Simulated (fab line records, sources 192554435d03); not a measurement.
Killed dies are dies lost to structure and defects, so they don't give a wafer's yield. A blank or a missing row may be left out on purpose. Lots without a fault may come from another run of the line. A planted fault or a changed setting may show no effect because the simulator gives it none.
fab line records | flow n5_finfet
record lots=11 wafers=29 last_day=18
route steps=1938 shown BEOL_M15@1773 PASSIVATION@1936
lots that met no fault: from a run of the same line without faults
start_h: hours from the record's first day to the start of the lot's first wafer shown | wait_h: hours since the lot's step before | " the same as in the row above | L1.1+2: a row that stands for several wafers | - no value, or no start given | * or withheld: withheld | < > ~ a bound
route shown NAME@n: a module of which the file shows steps, and the number in the route of the first | usual: mean/standard deviation of fault-free wafers | same: alike in all rows | chamber/n: place in a boat | sites: the reading at each site | _std_site: their standard deviation | _edge_site: outer sites' mean less inner sites' | radius_mm: how far each site lies from the wafer's centre | mask NAME#n: copy n | behind: the tool/chamber that last shaped the wafer | hold: why the lot was held/for how many hours/how that ended | device: the transistor (n, p or np) that didn't switch | end of line: the same wafers' tests at the end of the route | a step without rows: its recipe alone | killed: dies lost to structure and defects at the first sort, not the wafer's yield | map: a wafer's dies, x killed, . not, _ none there
set.NAME: the setting as run; set.NAME@STEP: as run at that earlier step | model.NAME: the simulator's own value behind a step, which no gauge read
steps of the route over a sample of lots; a table a step, a row a wafer
services: from which hour (start_h, from the record's first day; less than 0 if before it) a tool's chamber was out of use, for how many hours, and why
## steps
# step N5_BEOL_M15_ILD_DEP_00
# recipe material=SiO2 target_thk_a=16293 temp_c=400 precursor=TEOS/O2 pressure_torr=6.5 rf_w=900 teos_flow_sccm=161.4 gas=O2 flow_sccm=2650 time_s=346.1
# usual heater_power_w=488/79 showerhead_plenum_p_Torr=8.36/0.033 showerhead_vpp_V=1870/77 throttle_valve_pct=18.4/1
# columns lot.wafer tool chamber start_h wait_h heater_power_w showerhead_plenum_p_Torr showerhead_vpp_V throttle_valve_pct
L579.2 pecvd-04 0 264.65 0.0 524 8.34 1869 17.5
L579.3 " 1 " " 538 8.37 1833 19.6
L579.6 " 2 " " 514 8.36 1868 17.0
L582.3 pecvd-02 1 281.58 0.0 415 8.34 1916 19.2
L582.5 " 2 " " 340 8.29 1919 18.8
L582.6 " 0 " " 452 8.38 1769 19.0
L583.2 pecvd-02 2 285.78 0.0 449 8.28 1907 18.6
L583.4 " 1 " " 416 8.34 1916 19.5
L583.6 " 2 " " 342 8.30 1922 18.5
L585.1 pecvd-02 0 292.06 0.0 595 8.37 1769 18.7
L585.3 " 1 " " 440 8.34 1917 19.6
L585.5 " 0 " " 447 8.37 1754 19.1
L589.1 pecvd-04 2 328.14 0.0 489 8.34 1853 17.4
L589.2 " 0 " " 629 8.33 1894 17.4
L589.4 " 2 " " 392 8.35 1904 17.1
L594.4 pecvd-03 2 348.75 0.1 480 8.31 1841 18.1
L594.5 " 1 " " 526 8.38 1815 17.5
L594.6 " 0 " " 624 8.42 2091 20.8
L595.1 pecvd-02 0 350.00 0.0 588 8.36 1731 18.8
L595.2 " 1 " " 429 8.34 1885 19.7
L595.6 " 0 " " 555 8.40 1794 18.9
L597.1 pecvd-02 1 370.00 0.0 569 8.34 1932 19.1
L597.2 " 0 " " 510 8.38 1782 18.9
L599.3 pecvd-04 1 373.82 0.0 438 8.38 1833 19.5
L598.1 pecvd-03 0 374.99 0.0 551 8.41 2079 20.6
L598.5 " 2 " " 483 8.34 1818 18.2
L602.1 pecvd-04 1 408.63 0.0 431 8.40 1834 19.6
L602.3 " 0 " " 651 8.33 1913 17.8
L602.5 " 0 " " 509 8.34 1898 17.8
# step N5_BEOL_M15_CD_MEAS_17
# recipe target_cd_nm=360 polarity=opening
# usual cd_nm=360.4/2.2
# columns lot.wafer tool chamber start_h wait_h cd_nm
L579.2 cd_sem-01 - 265.83 0.0 358.6
L579.3 " - " " 359.4
L579.6 " - " " 360.3
L582.3 cd_sem-01 - 282.72 0.0 360.0
L582.5 " - " " 363.1
L582.6 " - " " 357.8
L583.2 cd_sem-02 - 287.11 0.0 360.7
L583.4 " - " " 359.7
L583.6 " - " " 362.4
L585.1 cd_sem-03 - 293.20 0.0 360.7
L585.3 " - " " 357.7
L585.5 " - " " 358.7
L589.1 cd_sem-03 - 329.40 0.0 362.5
L589.2 " - " " 361.9
L589.4 " - " " 364.0
L594.4 cd_sem-01 - 349.79 0.0 362.5
L594.5 " - " " 359.7
L594.6 " - " " 360.4
L595.1 cd_sem-03 - 351.90 0.0 362.7
L595.2 " - " " 361.3
L595.6 " - " " 362.1
L597.1 cd_sem-03 - 371.99 0.0 358.6
L597.2 " - " " 362.0
L599.3 cd_sem-01 - 374.96 0.0 359.5
L598.1 cd_sem-01 - 376.48 0.0 360.7
L598.5 " - " " 361.7
L602.1 cd_sem-03 - 409.78 0.0 358.4
L602.3 " - " " 357.0
L602.5 " - " " 355.0
# step N5_BEOL_M15_EXPOSE_25
# recipe mask_id=M15 na=0.8 source_shape=annular sigma_inner=0.5 sigma_outer=0.8 polarization=unpolarized target_cd_nm=400 dose_mj=35.5
# usual exposure_dose_mJ_cm2=35.46/0.034 stage_vel_mm_s=500.04/0.25
# columns lot.wafer tool chamber start_h wait_h mask exposure_dose_mJ_cm2 stage_vel_mm_s
L579.2 krf_scanner-02 0 266.64 - M15#0 35.45 500.04
L579.3 " 0 " " M15#0 35.49 500.35
L579.6 " 0 " " M15#0 35.49 500.44
L582.3 krf_scanner-01 0 283.56 - M15#0 35.46 500.14
L582.5 " 0 " " M15#0 35.48 500.03
L582.6 " 0 " " M15#0 35.48 500.27
L583.2 krf_scanner-01 0 287.83 - M15#0 35.43 500.26
L583.4 " 0 " " M15#0 35.42 500.28
L583.6 " 0 " " M15#0 35.44 500.03
L585.1 krf_scanner-02 0 294.03 - M15#0 35.46 500.19
L585.3 " 0 " " M15#0 35.45 500.77
L585.5 " 0 " " M15#0 35.50 500.25
L589.1 krf_scanner-01 0 330.30 - M15#0 35.47 499.95
L589.2 " 0 " " M15#0 35.45 499.88
L589.4 " 0 " " M15#0 35.49 499.64
L594.4 krf_scanner-01 0 350.74 - M15#0 35.49 500.12
L594.5 " 0 " " M15#0 35.40 500.18
L594.6 " 0 " " M15#0 35.39 499.89
L595.1 krf_scanner-01 0 352.79 - M15#0 35.47 500.13
L595.2 " 0 " " M15#0 35.47 500.18
L595.6 " 0 " " M15#0 35.47 500.12
L597.1 krf_scanner-01 0 372.70 - M15#0 32.80 499.63
L597.2 " 0 " " M15#0 32.77 499.79
L599.3 krf_scanner-01 0 375.67 - M15#0 33.34 499.82
L598.1 krf_scanner-01 0 377.30 - M15#0 33.79 500.15
L598.5 " 0 " " M15#0 33.78 499.76
L602.1 krf_scanner-02 0 410.48 - M15#0 35.49 499.71
L602.3 " 0 " " M15#0 35.46 500.24
L602.5 " 0 " " M15#0 35.43 500.02
# step N5_BEOL_M15_CD_MEAS_28
# recipe target_cd_nm=407.6 landing_energy_ev=500 detector=se_inlens
# usual cd_nm=407.4/1.6
# columns lot.wafer tool chamber start_h wait_h cd_nm
L579.2 cd_sem-03 0 266.81 - 404.7
L579.3 " 0 " " 407.0
L579.6 " 0 " " 406.5
L582.3 cd_sem-03 0 283.72 - 408.7
L582.5 " 0 " " 409.6
L582.6 " 0 " " 408.7
L583.2 cd_sem-01 0 287.99 - 409.0
L583.4 " 0 " " 407.5
L583.6 " 0 " " 409.3
L585.1 cd_sem-02 0 294.20 - 407.6
L585.3 " 0 " " 409.2
L585.5 " 0 " " 407.5
L589.1 cd_sem-02 0 330.47 - 408.4
L589.2 " 0 " " 407.9
L589.4 " 0 " " 410.0
L594.4 cd_sem-01 0 350.90 - 409.5
L594.5 " 0 " " 407.7
L594.6 " 0 " " 406.9
L595.1 cd_sem-02 0 352.96 - 408.2
L595.2 " 0 " " 409.1
L595.6 " 0 " " 407.5
L597.1 cd_sem-01 0 372.87 - 393.0
L597.2 " 0 " " 394.6
L599.3 cd_sem-01 0 375.84 - 396.8
L598.1 cd_sem-02 0 377.47 - 400.2
L598.5 " 0 " " 398.2
L602.1 cd_sem-03 0 410.65 - 409.5
L602.3 " 0 " " 407.6
L602.5 " 0 " " 409.4
# step N5_BEOL_M15_STRIP_36
# recipe chemistry=O2 power_w=600 temp_c=60 pressure_mtorr=30 rf_frequency_hz=6e+07 bias_power_w=0 overash_fraction=0.3 o2_flow_sccm=225
# usual drypump_motor_current_A=5.6/0.46 oes_product_au=0.81/0.091 rf_vpp_V=3.7/0.87 showerhead_plenum_p_Torr=2.11/0.088 throttle_valve_pct=16.66/0.24
# columns lot.wafer tool chamber start_h wait_h drypump_motor_current_A oes_product_au rf_hours_counter_h rf_vpp_V showerhead_plenum_p_Torr throttle_valve_pct
L579.2 rie_diel-04 0 269.30 2.1 5.3 0.74 202 4.3 2.18 16.90
L579.3 " 1 " " 5.5 0.69 249 2.1 2.14 17.14
L579.6 " 1 " " 5.4 0.68 - 3.6 2.14 17.14
L582.3 rie_diel-04 0 286.21 2.0 5.3 0.73 209 4.5 2.17 16.92
L582.5 " 0 " " 5.3 0.73 - 4.1 2.17 16.85
L582.6 " 3 " " 6.0 0.93 - 5.1 2.14 16.21
L583.2 rie_diel-06 2 290.39 2.0 4.8 0.85 46 4.3 2.21 16.47
L583.4 " 1 " " 5.5 0.75 - 1.8 1.91 16.48
L583.6 " 2 " " 4.8 0.85 - 4.0 2.21 16.45
L585.1 rie_diel-04 0 296.81 2.1 5.3 0.73 214 3.9 2.17 16.88
L585.3 " 2 " " 5.9 0.81 92 4.2 2.13 16.64
L585.5 " 2 " " 5.9 0.79 - 3.2 2.13 16.66
L589.1 rie_diel-04 1 331.37 0.4 5.4 0.98 10 3.3 2.14 16.76
L589.2 " 2 " " 5.8 0.80 102 4.9 2.13 16.67
L589.4 " 0 " " 5.3 0.70 225 3.9 2.17 16.91
L594.4 rie_diel-04 0 362.05 10.3 5.3 0.71 - 4.3 2.16 16.92
L594.5 " 2 " " 5.9 0.78 - 4.8 2.13 16.68
L594.6 " 3 " " 6.0 0.86 - 3.2 2.13 16.24
L595.1 rie_diel-06 3 366.97 13.6 6.2 0.89 35 4.1 2.07 16.57
L595.2 " 0 " " 5.6 0.69 250 3.8 2.15 17.03
L595.6 " 0 " " 5.6 0.69 - 3.6 2.15 16.99
L597.1 rie_diel-06 2 374.87 1.5 4.8 0.82 72 3.9 2.20 16.52
L597.2 " 1 " " 5.5 0.72 187 4.3 1.90 16.53
L599.3 rie_diel-01 2 378.86 2.3 5.1 0.71 197 3.4 2.16 16.80
L598.1 rie_diel-06 0 383.03 5.2 5.6 0.99 1 4.7 2.15 16.57
L598.5 " 3 " " 6.1 0.88 - 4.3 2.06 16.59
L602.1 rie_diel-06 2 414.41 3.4 4.8 0.82 85 4.8 2.19 16.57
L602.3 " 0 " " 5.6 0.94 11 3.6 2.14 16.61
L602.5 " 3 " " 6.2 0.84 - 2.8 2.06 16.64
# step N5_PASSIVATION_PROBE_49
# usual defect_limited_yield=91.3/1.3 killed_at_M0_to_M3=35/9.3 killed_at_M4_up=14/5.2 killed_at_contacts=12/5.9 killed_at_front_end=38/11 killed_at_other=4/3.7 killed_dies=103/15 killed_open=67/12 killed_short=34/8 sort_bin_5_function=5.1/0.88 sort_bin_6_memory=3.3/0.65 sort_bin_8_speed=0.00/0.03 sort_n_pass=1077/15 sort_yield_pct=91.3/1.3
# same gross_dies=1180 killed_at_back_side=0 sort_bin_4_leakage[%]=0
# columns lot.wafer tool chamber start_h wait_h defect_limited_yield[%] killed_at_M0_to_M3 killed_at_M4_up killed_at_contacts killed_at_front_end killed_at_other killed_dies killed_open killed_short sort_bin_5_function[%] sort_bin_6_memory[%] sort_bin_8_speed[%] sort_n_pass sort_yield_pct[%]
L579.2 prober-01 - 285.16 0.3 90.5 38 15 22 34 3 112 74 38 5.3 3.8 0 1068 90.5
L579.3 prober-01 - 285.21 0.4 90.7 51 16 13 27 3 110 73 37 5.3 3.6 0 1070 90.7
L579.6 prober-01 - 285.36 0.5 90.1 47 13 13 36 8 117 70 47 5.4 3.8 0 1063 90.1
L582.3 prober-02 - 302.71 0.1 91.2 40 20 13 29 2 104 71 32 4.9 3.6 0 1076 91.2
L582.5 prober-02 - 302.81 0.2 91.0 32 15 30 27 2 106 67 38 5.7 3.2 0 1074 91.0
L582.6 prober-02 - 302.86 0.3 90.0 49 13 15 41 0 118 72 45 6.4 3.2 0 1062 90.0
L583.2 prober-01 - 309.49 0.1 91.8 40 13 14 30 0 97 57 39 5.0 3.0 0 1083 91.8
L583.4 prober-01 - 309.59 0.2 90.8 48 15 8 37 0 108 77 30 5.0 3.8 0 1072 90.8
L583.6 prober-01 - 309.69 0.3 90.2 61 14 10 30 1 116 79 37 5.1 4.0 0 1064 90.2
L585.1 prober-02 - 315.42 0.0 90.2 39 14 13 49 1 116 87 29 5.9 3.8 0 1064 90.2
L585.3 prober-02 - 315.52 0.1 89.9 27 18 9 64 1 119 82 35 5.7 4.2 0 1061 89.9
L585.5 prober-02 - 315.62 0.2 90.3 40 24 7 41 2 114 86 26 5.8 3.8 0 1066 90.3
L589.1 prober-02 - 348.10 0.0 90.3 36 12 14 42 11 115 80 32 5.0 4.2 0 1065 90.3
L589.2 prober-02 - 348.15 0.1 90.3 39 10 10 51 4 114 65 49 5.5 3.9 0 1066 90.3
L589.4 prober-02 - 348.25 0.2 88.8 24 18 27 42 21 132 81 49 6.4 4.2 0 1048 88.8
L594.4 prober-02 - 381.05 0.5 92.1 27 10 12 42 2 93 52 39 5.1 2.4 0 1087 92.1
L594.5 prober-02 - 381.10 0.5 91.7 31 18 10 39 0 98 63 33 5.5 2.5 0 1082 91.7
L594.6 prober-02 - 381.15 0.6 92.0 29 14 15 34 2 94 63 30 4.7 3.2 0 1086 92.0
L595.1 prober-02 - 382.58 0.0 87.5 50 15 19 59 5 148 92 53 7.0 4.9 0.08 1032 87.5
L595.2 prober-02 - 382.63 0.1 92.1 33 12 7 35 6 93 64 29 4.7 2.9 0 1087 92.1
L595.6 prober-02 - 382.83 0.3 90.7 44 10 6 45 5 110 66 42 5.7 3.5 0 1070 90.7
L597.1 prober-02 - 394.32 0.0 90.2 33 14 14 47 8 116 81 33 5.7 3.7 0 1064 90.2
L597.2 prober-02 - 394.37 0.1 90.7 30 11 14 50 5 110 75 34 5.0 3.8 0 1070 90.7
L599.3 prober-01 - 397.93 0.1 90.7 30 11 29 36 4 110 67 41 5.3 3.9 0 1070 90.7
L598.1 prober-02 - 399.63 0.6 92.3 26 15 13 34 3 91 50 41 4.2 3.1 0 1089 92.3
L598.5 prober-02 - 399.83 0.8 90.0 39 13 9 57 0 118 66 51 5.3 4.4 0 1062 90.0
L602.1 prober-02 - 430.75 0.0 91.7 29 20 5 43 1 98 70 27 4.6 3.4 0 1082 91.7
L602.3 prober-02 - 430.85 0.1 89.1 46 26 15 41 1 129 96 33 7.3 3.5 0 1051 89.1
L602.5 prober-02 - 430.95 0.2 91.0 54 19 5 28 0 106 69 37 5.1 3.5 0 1074 91.0
# killed by level:class
L579.2 MOL_CONTACT_COAG:geometric_particle:open=19 FIN_SAQP:geometric_particle:short=8 BEOL_M4:geometric_particle:open=7 BEOL_M0:geometric_particle:open=7 STI_FIN_REVEAL:geometric_particle:open=6 BEOL_M0_SAQP:geometric_particle:short=6 FIN_SAQP:geometric_particle:open=5 BEOL_M0_SAQP:geometric_particle:open=5
L579.3 BEOL_M1:geometric_particle:open=10 FIN_SAQP:geometric_particle:short=9 MOL_CONTACT_COAG:geometric_particle:open=9 BEOL_M0_SAQP:geometric_particle:short=9 BEOL_M3:geometric_particle:open=9 BEOL_M0_SAQP:geometric_particle:open=8 BEOL_M4:geometric_particle:open=7 BEOL_M1:geometric_particle:short=5
L579.6 MOL_CONTACT_COAG:geometric_particle:open=10 BEOL_M0_SAQP:geometric_particle:short=9 FIN_SAQP:geometric_particle:open=8 BEOL_M0_SAQP:geometric_particle:open=7 BEOL_M3:geometric_particle:open=7 BEOL_M1:geometric_particle:open=6 BEOL_M2:geometric_particle:short=6 GATE_CUT:geometric_particle:short=5
L582.3 BEOL_M4:geometric_particle:open=12 MOL_CONTACT_COAG:geometric_particle:open=11 BEOL_M2:geometric_particle:open=9 BEOL_M1:geometric_particle:short=8 BEOL_M0_SAQP:geometric_particle:open=7 FIN_SAQP:geometric_particle:open=5 STI_FIN_REVEAL:geometric_particle:open=5 BEOL_M0_SAQP:geometric_particle:short=5
L582.5 MOL_CONTACT_COAG:geometric_particle:open=19 MOL_CONTACT_COAG:geometric_particle:short=11 STI_FIN_REVEAL:geometric_particle:open=7 BEOL_M4:geometric_particle:short=7 BEOL_M0_SAQP:geometric_particle:open=6 BEOL_M2:geometric_particle:open=6 FIN_SAQP:geometric_particle:open=5 BEOL_M0:geometric_particle:open=4
L582.6 BEOL_M0_SAQP:geometric_particle:open=13 MOL_CONTACT_COAG:geometric_particle:open=12 BEOL_M0_SAQP:geometric_particle:short=12 FIN_SAQP:geometric_particle:short=11 BEOL_M3:geometric_particle:open=10 BEOL_M2:geometric_particle:open=9 DUMMY_GATE:geometric_particle:open=7 GATE_CUT:geometric_particle:open=5
L583.2 BEOL_M3:geometric_particle:open=11 MOL_CONTACT_COAG:geometric_particle:open=10 BEOL_M0_SAQP:geometric_particle:open=9 BEOL_M0_SAQP:geometric_particle:short=8 FIN_SAQP:geometric_particle:short=7 FIN_SAQP:geometric_particle:open=7 BEOL_M4:geometric_particle:open=5 MOL_CONTACT_COAG:geometric_particle:short=4
L583.4 BEOL_M0_SAQP:geometric_particle:open=15 FIN_SAQP:geometric_particle:open=13 BEOL_M2:geometric_particle:open=12 FIN_SAQP:geometric_particle:short=11 BEOL_M4:geometric_particle:open=9 MOL_CONTACT_COAG:geometric_particle:open=7 BEOL_M0_SAQP:geometric_particle:short=7 BEOL_M3:geometric_particle:open=6
L583.6 BEOL_M0_SAQP:geometric_particle:open=19 FIN_SAQP:geometric_particle:open=13 BEOL_M0_SAQP:geometric_particle:short=12 BEOL_M3:geometric_particle:open=10 BEOL_M2:geometric_particle:open=8 FIN_SAQP:geometric_particle:short=7 MOL_CONTACT_COAG:geometric_particle:open=7 BEOL_M4:geometric_particle:open=6
L585.1 STI_FIN_REVEAL:geometric_particle:open=15 FIN_SAQP:geometric_particle:open=11 MOL_CONTACT_COAG:geometric_particle:open=11 BEOL_M0_SAQP:geometric_particle:short=11 BEOL_M0_SAQP:geometric_particle:open=7 BEOL_M1:geometric_particle:open=6 BEOL_M3:geometric_particle:open=6 FIN_SAQP:geometric_particle:short=5
L585.3 FIN_SAQP:geometric_particle:open=14 STI_FIN_REVEAL:geometric_particle:open=12 BEOL_M4:geometric_particle:open=8 MOL_CONTACT_COAG:geometric_particle:open=7 GATE_CUT:geometric_particle:open=7 FIN_SAQP:geometric_particle:short=6 BEOL_M0_SAQP:geometric_particle:open=6 STI_FIN_REVEAL:geometric_particle:short=5
L585.5 FIN_SAQP:geometric_particle:open=10 BEOL_M0_SAQP:geometric_particle:open=10 FIN_SAQP:geometric_particle:short=9 BEOL_M3:geometric_particle:open=9 STI_FIN_REVEAL:geometric_particle:open=8 BEOL_M4:geometric_particle:open=8 MOL_CONTACT_COAG:geometric_particle:open=7 BEOL_M2:geometric_particle:open=7
L589.1 FIN_SAQP:geometric_particle:open=13 MOL_CONTACT_COAG:geometric_particle:open=13 BEOL_M1:geometric_particle:open=10 BEOL_M0_SAQP:geometric_particle:open=8 BEOL_M0_SAQP:geometric_particle:short=7 GATE_CUT:geometric_particle:open=6 BEOL_M4:geometric_particle:open=6 BEOL_M3:geometric_particle:open=5
L589.2 FIN_SAQP:geometric_particle:short=20 BEOL_M0_SAQP:geometric_particle:short=14 BEOL_M2:geometric_particle:open=9 FIN_SAQP:geometric_particle:open=8 BEOL_M0_SAQP:geometric_particle:open=8 MOL_CONTACT_COAG:geometric_particle:open=7 STI_FIN_REVEAL:geometric_particle:open=6 GATE_CUT:geometric_particle:open=5
L589.4 MOL_CONTACT_COAG:geometric_particle:open=19 FIN_SAQP:geometric_particle:open=9 MIM_TOP_ETCH:geometric_particle:short=9 GATE_CUT:geometric_particle:short=8 MOL_CONTACT_COAG:geometric_particle:short=8 GATE_CUT:geometric_particle:open=7 FIN_SAQP:geometric_particle:short=6 BEOL_M0:geometric_particle:open=6
L594.4 FIN_SAQP:geometric_particle:open=7 FIN_SAQP:geometric_particle:short=7 MOL_CONTACT_COAG:geometric_particle:open=6 MOL_CONTACT_COAG:geometric_particle:short=6 BEOL_M1:geometric_particle:open=6 STARTING-WAFER:geometric_particle:short=6 BEOL_M2:geometric_particle:open=5 BEOL_M0_SAQP:geometric_particle:open=5
L594.5 FIN_SAQP:geometric_particle:open=10 FIN_SAQP:geometric_particle:short=10 BEOL_M6:geometric_particle:open=9 MOL_CONTACT_COAG:geometric_particle:open=8 BEOL_M0_SAQP:geometric_particle:short=7 BEOL_M1:geometric_particle:open=5 BEOL_M3:geometric_particle:open=5 DUMMY_GATE:geometric_particle:open=4
L594.6 FIN_SAQP:geometric_particle:open=11 MOL_CONTACT_COAG:geometric_particle:short=9 MOL_CONTACT_COAG:geometric_particle:open=6 BEOL_M0_SAQP:geometric_particle:short=6 BEOL_M0_SAQP:geometric_particle:open=5 BEOL_M3:geometric_particle:open=5 STI_FIN_REVEAL:geometric_particle:open=4 DUMMY_GATE:geometric_particle:open=4
L595.1 BEOL_M0_SAQP:geometric_particle:short=18 STI_FIN_REVEAL:geometric_particle:open=16 MOL_CONTACT_COAG:geometric_particle:open=16 FIN_SAQP:geometric_particle:open=13 BEOL_M0_SAQP:geometric_particle:open=13 FIN_SAQP:geometric_particle:short=10 BEOL_M3:geometric_particle:open=9 BEOL_M4:geometric_particle:open=5
L595.2 BEOL_M0_SAQP:geometric_particle:open=11 BEOL_M1:geometric_particle:open=10 FIN_SAQP:geometric_particle:open=9 FIN_SAQP:geometric_particle:short=8 BEOL_M0_SAQP:geometric_particle:short=8 MOL_CONTACT_COAG:geometric_particle:open=6 STI_FIN_REVEAL:geometric_particle:open=4 BEOL_M4:geometric_particle:open=3
L595.6 BEOL_M0_SAQP:geometric_particle:short=17 BEOL_M0_SAQP:geometric_particle:open=13 FIN_SAQP:geometric_particle:open=10 BEOL_M3:geometric_particle:open=10 GATE_CUT:geometric_particle:short=8 STI_FIN_REVEAL:geometric_particle:open=6 GATE_CUT:geometric_particle:open=5 ILD0:geometric_particle:open=4
L597.1 MOL_CONTACT_COAG:geometric_particle:open=10 FIN_SAQP:geometric_particle:open=9 STI_FIN_REVEAL:geometric_particle:open=9 DUMMY_GATE:geometric_particle:open=9 BEOL_M0:geometric_particle:open=8 BEOL_M0_SAQP:geometric_particle:open=6 BEOL_M2:geometric_particle:open=5 BEOL_M4:geometric_particle:open=5
L597.2 STI_FIN_REVEAL:geometric_particle:open=16 MOL_CONTACT_COAG:geometric_particle:open=10 BEOL_M2:geometric_particle:open=10 DUMMY_GATE:geometric_particle:open=8 FIN_SAQP:geometric_particle:short=6 BEOL_M5:geometric_particle:open=5 GATE_CUT:geometric_particle:short=4 MOL_CONTACT_COAG:geometric_particle:short=4
L599.3 MOL_CONTACT_COAG:geometric_particle:open=23 GATE_CUT:geometric_particle:short=11 BEOL_M2:geometric_particle:open=11 STI_FIN_REVEAL:geometric_particle:open=6 BEOL_M4:geometric_particle:open=6 BEOL_M0_SAQP:geometric_particle:short=5 MOL_CONTACT_COAG:geometric_particle:short=5 FIN_SAQP:geometric_particle:short=4
L598.1 BEOL_M0_SAQP:geometric_particle:short=11 FIN_SAQP:geometric_particle:open=10 MOL_CONTACT_COAG:geometric_particle:open=10 FIN_SAQP:geometric_particle:short=6 GATE_CUT:geometric_particle:short=5 BEOL_M0_SAQP:geometric_particle:open=5 BEOL_M4:geometric_particle:short=5 BEOL_M4:geometric_particle:open=5
L598.5 FIN_SAQP:geometric_particle:short=19 BEOL_M0_SAQP:geometric_particle:open=14 BEOL_M0_SAQP:geometric_particle:short=12 STI_FIN_REVEAL:geometric_particle:open=9 FIN_SAQP:geometric_particle:open=7 MOL_CONTACT_COAG:geometric_particle:open=7 BEOL_M3:geometric_particle:open=6 STI_FIN_REVEAL:geometric_particle:short=4
L602.1 BEOL_M3:geometric_particle:open=12 FIN_SAQP:geometric_particle:open=11 BEOL_M4:geometric_particle:open=10 FIN_SAQP:geometric_particle:short=7 STI_FIN_REVEAL:geometric_particle:open=7 BEOL_M2:geometric_particle:open=6 BEOL_M0_SAQP:geometric_particle:open=4 BEOL_M3:geometric_particle:short=4
L602.3 BEOL_M4:geometric_particle:open=17 MOL_CONTACT_COAG:geometric_particle:open=13 BEOL_M2:geometric_particle:open=12 BEOL_M0_SAQP:geometric_particle:open=11 FIN_SAQP:geometric_particle:open=8 BEOL_M3:geometric_particle:open=8 STI_FIN_REVEAL:geometric_particle:open=6 BEOL_M0_SAQP:geometric_particle:short=6
L602.5 BEOL_M0_SAQP:geometric_particle:short=13 BEOL_M2:geometric_particle:open=13 BEOL_M1:geometric_particle:open=8 STI_FIN_REVEAL:geometric_particle:open=7 BEOL_M0_SAQP:geometric_particle:open=7 GATE_CUT:geometric_particle:open=6 BEOL_M4:geometric_particle:open=6 MOL_CONTACT_COAG:geometric_particle:open=5
## services
# columns tool chamber start_h hours kind
rie_diel-01 2 244.51 16.5 repair
krf_scanner-02 - 247.31 0.8 pm
krf_scanner-01 - 250.84 1.0 pm
pecvd-02 2 252.11 3.4 repair
pecvd-02 - 257.22 1.5 repair
krf_scanner-01 - 273.01 4.0 pm
krf_scanner-01 - 279.73 1.3 pm
rie_diel-06 0 287.07 4.0 repair
rie_diel-01 1 288.75 1.8 repair
krf_scanner-02 - 311.07 4.0 pm
krf_scanner-01 - 314.06 2.6 repair
pecvd-03 0 319.47 18.6 repair
rie_diel-01 2 333.70 4.4 repair
krf_scanner-01 - 338.39 4.4 pm
pecvd-02 2 346.08 11.0 repair
rie_diel-04 1 357.76 5.1 repair
krf_scanner-02 - 359.60 1.0 pm
krf_scanner-02 - 368.55 1.3 pm
krf_scanner-02 - 369.85 3.6 pm
krf_scanner-02 - 379.76 4.4 pm
pecvd-02 - 383.03 14.6 pm
rie_diel-06 2 387.16 5.1 repair
krf_scanner-01 - 389.21 0.8 pm
rie_diel-06 1 390.05 9.0 repair
## key
first_sign step=N5_BEOL_M15_EXPOSE_25 reading=exposure_dose_mJ_cm2 direction=down sigmas=64 usual=35.46 struck=33.30
effect step=N5_BEOL_M15_CD_MEAS_28 reading=cd_nm direction=down sigmas=7 usual=407.4 struck=396.6 through=control_loop
met_at N5_BEOL_M15_EXPOSE_25
struck_lots L597,L598,L599
loop_trim step=N5_BEOL_M15_EXPOSE_25 setting=dose lots=L598,L599
not_acting_at N5_BEOL_M15_ILD_DEP_00,N5_BEOL_M15_CD_MEAS_17,N5_BEOL_M15_STRIP_36
onset_between 352.79 372.70
fault kind=process_parameter_drift tool=krf_scanner-01 chamber=- onset_h=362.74 steps=N5_BEOL_M15_EXPOSE_25 channel=dose_mj offset=-2.6219 shape=step acts_in=these_recipes_only stated=35.5
# loop_trim: a control loop set the setting to another value than it would have without faults
